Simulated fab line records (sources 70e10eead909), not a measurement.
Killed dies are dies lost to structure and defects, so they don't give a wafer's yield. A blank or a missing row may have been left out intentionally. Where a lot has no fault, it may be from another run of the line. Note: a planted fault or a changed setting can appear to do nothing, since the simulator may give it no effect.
Chamber matching -- flow nand_harc -- 4 sister chambers for NHARC_P_STI_ETCH_42 on rie_diel-09
The step etches the open film in N2/H2, target depth 80 nm, overetch 24 nm, time 61 s. 8 wafers are shown with their chamber, then 7 later ones without.

== WAFERS WITH THEIR CHAMBER ==
wafer,chamber,rf_vpp_V (V),throttle_valve_pct (%)
L417.2,1,427.0,14.180
L419.1,1,428.3,14.174
L419.2,2,429.0,14.169
L430.1,0,430.1,14.165
L430.4,3,426.5,14.171
L430.5,2,428.8,14.162
L435.3,3,427.2,14.162
L435.4,0,429.7,14.162

== WAFERS MISSING THEIR CHAMBER ==
wafer,rf_vpp_V (V),throttle_valve_pct (%)
L435.6,426.4,14.164
L436.1,429.3,14.159
L436.2,429.7,14.155
L436.6,427.8,14.166
L437.1,428.7,14.172
L437.2,429.3,14.170
L437.4,427.3,14.190

== EACH ONE'S CHAMBER ==
wafer,from the rows above,in truth
L435.6,3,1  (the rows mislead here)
L436.1,can't be placed: 0 or 2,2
L436.2,can't be placed: 0 or 2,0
L436.6,can't be placed: 3 or 2 or 1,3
L437.1,can't be placed: 2 or 1 or 0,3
L437.2,can't be placed: 2 or 0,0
L437.4,1,1
1 of 7 placed correctly. Can't be placed from these rows: 5 (the true chamber is among the candidates in 4). Number placed wrongly: 1.
How it was worked out, from the rows above alone: a wafer's distance from a chamber is the root of the sum, over the readings, of the square of ((its reading less the chamber's mean) divided by the reading's scatter). If the next closest chamber is less than 2 further off than the closest, the wafer can't be placed; otherwise it belongs to the closest. For every chamber, the mean is computed from those of its wafers that are shown. How the scatter is found: for the shown wafers, subtract from each reading the mean of its chamber, square and add these, divide the total by (wafers less chambers), then take the root.
